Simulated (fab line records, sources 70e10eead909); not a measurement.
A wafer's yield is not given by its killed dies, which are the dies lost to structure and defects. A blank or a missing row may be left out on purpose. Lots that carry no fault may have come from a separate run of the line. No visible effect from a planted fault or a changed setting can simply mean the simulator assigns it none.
Matching of chambers | flow nand-harc | 4 sister chambers for NHARC_A_SLIT_ETCH_29 on rie-diel-11
The step etches the open film in CF4/O2, target depth 100 nm, overetch 10 nm, time 55 s. 4 wafers are shown with their chamber, then 8 later ones without.

## EACH WAFER AND ITS CHAMBER
wafer  | chamber | drypump-motor-current-A (A)
L414.1 | 2       | 5.4
L414.3 | 1       | 5.7
L419.4 | 0       | 5.1
L415.1 | 3       | 6.0

## WAFERS WITH NO CHAMBER GIVEN
wafer  | drypump-motor-current-A (A)
L415.2 | 5.1
L415.3 | 5.7
L420.3 | 5.1
L420.5 | 5.1
L420.6 | 6.0
L427.2 | 5.9
L427.4 | 5.4
L427.6 | 5.1

## CHAMBER TAKEN BY EACH
wafer  | from the rows above | in truth
L415.2 | 0                   | 0
L415.3 | 1                   | 1
L420.3 | 0                   | 0
L420.5 | 0                   | 0
L420.6 | 3                   | 3
L427.2 | 3                   | 3
L427.4 | 2                   | 2
L427.6 | 0                   | 0
8 of 8 placed correctly. From these rows, 0 cannot be placed. Wrongly placed: 0.
How it was worked out, from the rows above alone: a wafer's distance from a chamber is the root of the sum, over the readings, of the square of ((its reading less the chamber's mean) divided by the reading's scatter). The wafer belongs to the nearest chamber; if the next one is less than 2 further off, it can't be placed. For every chamber, the mean is computed from those of its wafers that are shown. The scatter: with one shown wafer a chamber, the root of the mean of the squares of how far each hidden wafer lies from its nearest shown one.
